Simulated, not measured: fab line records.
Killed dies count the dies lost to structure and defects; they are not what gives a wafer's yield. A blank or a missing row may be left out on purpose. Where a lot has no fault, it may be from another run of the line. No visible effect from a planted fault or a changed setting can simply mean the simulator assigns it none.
Matching of chambers | flow n5-finfet | N5_MOL_CONTACT_COAG_ETCH_65 on rie-diel-03 has 4 sister chambers
The step etches underlayer in N2/H2, target depth 13 nm, time 10.4 s. 14 wafers are shown with their chamber, then 7 later ones without.

WAFERS, EACH WITH ITS CHAMBER
wafer  | chamber | showerhead-plenum-p-Torr (Torr) | throttle-valve-pct (%) | oes-product-au (a.u.)
L081.1 | 2       | 2.57                            | 17.77                  | 0.67
L081.4 | 3       | 2.42                            | 18.04                  | 0.62
L081.5 | 1       | 2.50                            | 18.03                  | 0.61
L086.3 | 3       | 2.41                            | 18.06                  | 0.60
L086.5 | 1       | 2.50                            | 18.06                  | 0.60
L086.6 | 2       | 2.56                            | 17.80                  | 0.67
L087.2 | 1       | 2.50                            | 18.06                  | 0.60
L087.3 | 0       | 2.45                            | 17.72                  | 0.63
L087.5 | 3       | 2.41                            | 18.07                  | 0.61
L088.1 | 3       | 2.41                            | 18.07                  | 0.60
L088.2 | 0       | 2.45                            | 17.73                  | 0.64
L088.4 | 1       | 2.50                            | 18.06                  | 0.60
L093.1 | 2       | 2.56                            | 17.82                  | 0.66
L093.3 | 3       | 2.41                            | 18.08                  | 0.61

SIGNATURES (averages over the wafers above)
reading                  | chamber 0 | chamber 1 | chamber 2 | chamber 3 | scatter within a chamber
showerhead-plenum-p-Torr | 2.4500    | 2.5000    | 2.5633    | 2.4120    | 0.00383
throttle-valve-pct       | 17.7250   | 18.0525   | 17.7967   | 18.0640   | 0.0171
oes-product-au           | 0.6350    | 0.6025    | 0.6667    | 0.6080    | 0.00687
Rule: a wafer lies at a distance from a chamber equal to the root of the sum of squares, over the readings, of (its reading less the chamber's mean, divided by the reading's scatter). If the next closest chamber is less than 2 further off than the closest, the wafer can't be placed; otherwise it belongs to the closest. The scatter: the root of (the sum of the squares of (reading less its chamber's mean) over the shown wafers, divided by (wafers less chambers)).

WAFERS WITH NO CHAMBER GIVEN
wafer  | showerhead-plenum-p-Torr (Torr) | throttle-valve-pct (%) | oes-product-au (a.u.)
L093.5 | 2.41                            | 18.08                  | 0.60
L095.3 | 2.55                            | 17.83                  | 0.65
L095.4 | 2.44                            | 17.76                  | 0.62
L095.6 | 2.44                            | 17.75                  | 0.62
L096.2 | 2.49                            | 18.08                  | 0.59
L096.4 | 2.44                            | 17.77                  | 0.62
L096.6 | 2.44                            | 17.76                  | 0.62

EACH ONE'S CHAMBER
wafer  | from the rows above | in truth
L093.5 | 3                   | 3
L095.3 | 2                   | 2
L095.4 | 0                   | 0
L095.6 | 0                   | 0
L096.2 | 1                   | 1
L096.4 | 0                   | 0
L096.6 | 0                   | 0
7 of 7 placed correctly. Number that these rows cannot place: 0. 0 placed wrongly.
